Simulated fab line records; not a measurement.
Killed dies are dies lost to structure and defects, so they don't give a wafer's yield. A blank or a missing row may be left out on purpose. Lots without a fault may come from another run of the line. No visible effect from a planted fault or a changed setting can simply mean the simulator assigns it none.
Split-lot experiment + flow n5-finfet + 39 wafers read from 7 lots, route of 1938 steps

== ABOUT THE SPLIT ==
At N5_BEOL_M12_SPUTTER_44 (material Ta, target thk 10 nm, time 16.13 s), the setting time-s was moved away from the recipe's 16.13 s on 9 of the 39 wafers read, by -46.1% to +53.5%. For the rest of the wafers, this setting stayed at what the recipe calls for.

== FROM THE SPLIT TO THE READING: what the file shows between them, 3 steps ==
- N5_BEOL_M12_SPUTTER_45: material Cu, target thk 80 nm, time 13.33 s
- N5_BEOL_M12_ECD_47: material Cu, target thk 720 nm
- N5_BEOL_M12_ANNEAL_48: time 90 s

== THE READING ==
barrier-field-endpoint-s, in s, at N5_BEOL_M12_CMP_49 (polishes, stops on SiOC, t overpolish 20.6 s, target thk 320 nm). A value of 30.4 s with a standard deviation of 0.72 s is what fault-free wafers of this fab line usually give.

| wafer  | tool, chamber at the split | time-s as run, s | against the recipe | barrier-field-endpoint-s, s | against lot-mates on the recipe |
|--------|----------------------------|------------------|--------------------|-----------------------------|---------------------------------|
| L077.2 | pvd-sputter-01, -          | 9.474            | -41.3%             | 25.4                        | -5.6                            |
| L077.1 | pvd-sputter-01, -          | 9.474            | -41.3%             | 24.9                        | -6.1                            |
| L077.3 | pvd-sputter-01, -          | 16.13            | recipe             | 31.2                        | -                               |
| L077.4 | pvd-sputter-01, -          | 16.13            | recipe             | 31.5                        | -                               |
| L077.5 | pvd-sputter-01, -          | 9.474            | -41.3%             | 25.8                        | -5.2                            |
| L077.6 | pvd-sputter-01, -          | 16.13            | recipe             | 30.2                        | -                               |
| L079.2 | pvd-sputter-02, -          | 16.13            | recipe             | 28.9                        | -                               |
| L079.3 | pvd-sputter-02, -          | 16.13            | recipe             | 30.0                        | -                               |
| L079.6 | pvd-sputter-02, -          | 16.13            | recipe             | 29.8                        | -                               |
| L084.2 | pvd-sputter-02, -          | 16.13            | recipe             | 29.6                        | -                               |
| L084.1 | pvd-sputter-02, -          | 16.13            | recipe             | 30.4                        | -                               |
| L084.3 | pvd-sputter-02, -          | 16.13            | recipe             | 31.6                        | -                               |
| L084.4 | pvd-sputter-02, -          | 16.13            | recipe             | 29.7                        | -                               |
| L084.6 | pvd-sputter-02, -          | 16.13            | recipe             | 30.1                        | -                               |
| L084.5 | pvd-sputter-02, -          | 16.13            | recipe             | 30.1                        | -                               |
| L091.3 | pvd-sputter-01, -          | 16.13            | recipe             | 29.5                        | -                               |
| L091.1 | pvd-sputter-01, -          | 16.13            | recipe             | 29.0                        | -                               |
| L091.2 | pvd-sputter-01, -          | 16.13            | recipe             | 29.8                        | -                               |
| L091.4 | pvd-sputter-01, -          | 16.13            | recipe             | 30.4                        | -                               |
| L091.5 | pvd-sputter-01, -          | 16.13            | recipe             | 28.8                        | -                               |
| L091.6 | pvd-sputter-01, -          | 16.13            | recipe             | 29.7                        | -                               |
| L088.3 | pvd-sputter-01, -          | 16.13            | recipe             | 29.8                        | -                               |
| L088.2 | pvd-sputter-01, -          | 16.13            | recipe             | 29.9                        | -                               |
| L088.1 | pvd-sputter-01, -          | 16.13            | recipe             | 30.6                        | -                               |
| L088.4 | pvd-sputter-01, -          | 16.13            | recipe             | 29.5                        | -                               |
| L088.5 | pvd-sputter-01, -          | 16.13            | recipe             | 29.9                        | -                               |
| L088.6 | pvd-sputter-01, -          | 16.13            | recipe             | 30.0                        | -                               |
| L090.4 | pvd-sputter-01, -          | 16.13            | recipe             | 29.6                        | -                               |
| L090.3 | pvd-sputter-01, -          | 16.13            | recipe             | 30.4                        | -                               |
| L090.1 | pvd-sputter-01, -          | 8.692            | -46.1%             | 24.9                        | -5.4                            |
| L090.2 | pvd-sputter-01, -          | 16.13            | recipe             | 30.9                        | -                               |
| L090.5 | pvd-sputter-01, -          | 8.692            | -46.1%             | 24.6                        | -5.7                            |
| L090.6 | pvd-sputter-01, -          | 8.692            | -46.1%             | 23.9                        | -6.4                            |
| L096.1 | pvd-sputter-03, -          | 24.76            | +53.5%             | 37.5                        | +7.0                            |
| L096.2 | pvd-sputter-03, -          | 16.13            | recipe             | 31.4                        | -                               |
| L096.3 | pvd-sputter-03, -          | 24.76            | +53.5%             | 36.5                        | +6.0                            |
| L096.4 | pvd-sputter-03, -          | 16.13            | recipe             | 29.4                        | -                               |
| L096.5 | pvd-sputter-03, -          | 16.13            | recipe             | 30.8                        | -                               |
| L096.6 | pvd-sputter-03, -          | 24.76            | +53.5%             | 37.2                        | +6.7                            |

FIT RESULTS
A straight line over all 39 wafers: barrier-field-endpoint-s changes by +0.124 s for each +1% of time-s; r = +0.97; the points scatter about the line by 0.69 s.
The same after taking each lot's own level away (the mean of its wafers on the recipe; 39 wafers): +0.127 s for each +1%; r = +0.98; scatter 0.56 s.
On that fit, the largest move of time-s shifts the reading by 6.8 s.
The lots' own levels span 29.53 to 30.97 s, that is 2.0 times the standard deviation above.
So the lot-to-lot level changes the slope little: the two slopes agree.
Check: with one of the wafers moved furthest among these (+53.5%) left out of the fit, the line predicts +6.68 s for it against its lot-mates. It came out at +6.97 s against them.

== THE WHOLE CHAIN: every reading that the file lists as answering this split, in the file's order ==
| step                   | what it does                                                    | reading                                                                           | change (the file's fit)                | r (the file's) |
|------------------------|-----------------------------------------------------------------|-----------------------------------------------------------------------------------|----------------------------------------|----------------|
| N5_BEOL_M12_SPUTTER_44 | material Ta, target thk 10 nm, time 16.13 s                     | Ta_of_BEOL_M12_SPUTTER_44.thk-nm (the simulator's own value, which no gauge read) | +0.0999 nm for each +1% of the setting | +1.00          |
| N5_BEOL_M12_CMP_49     | polishes, stops on SiOC, t overpolish 20.6 s, target thk 320 nm | barrier-field-endpoint-s                                                          | +0.127 s for each +1% of the setting   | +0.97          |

== FILE'S OWN FIT ==
barrier-field-endpoint-s changes by +0.127 s for each +1% of time-s, r = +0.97.
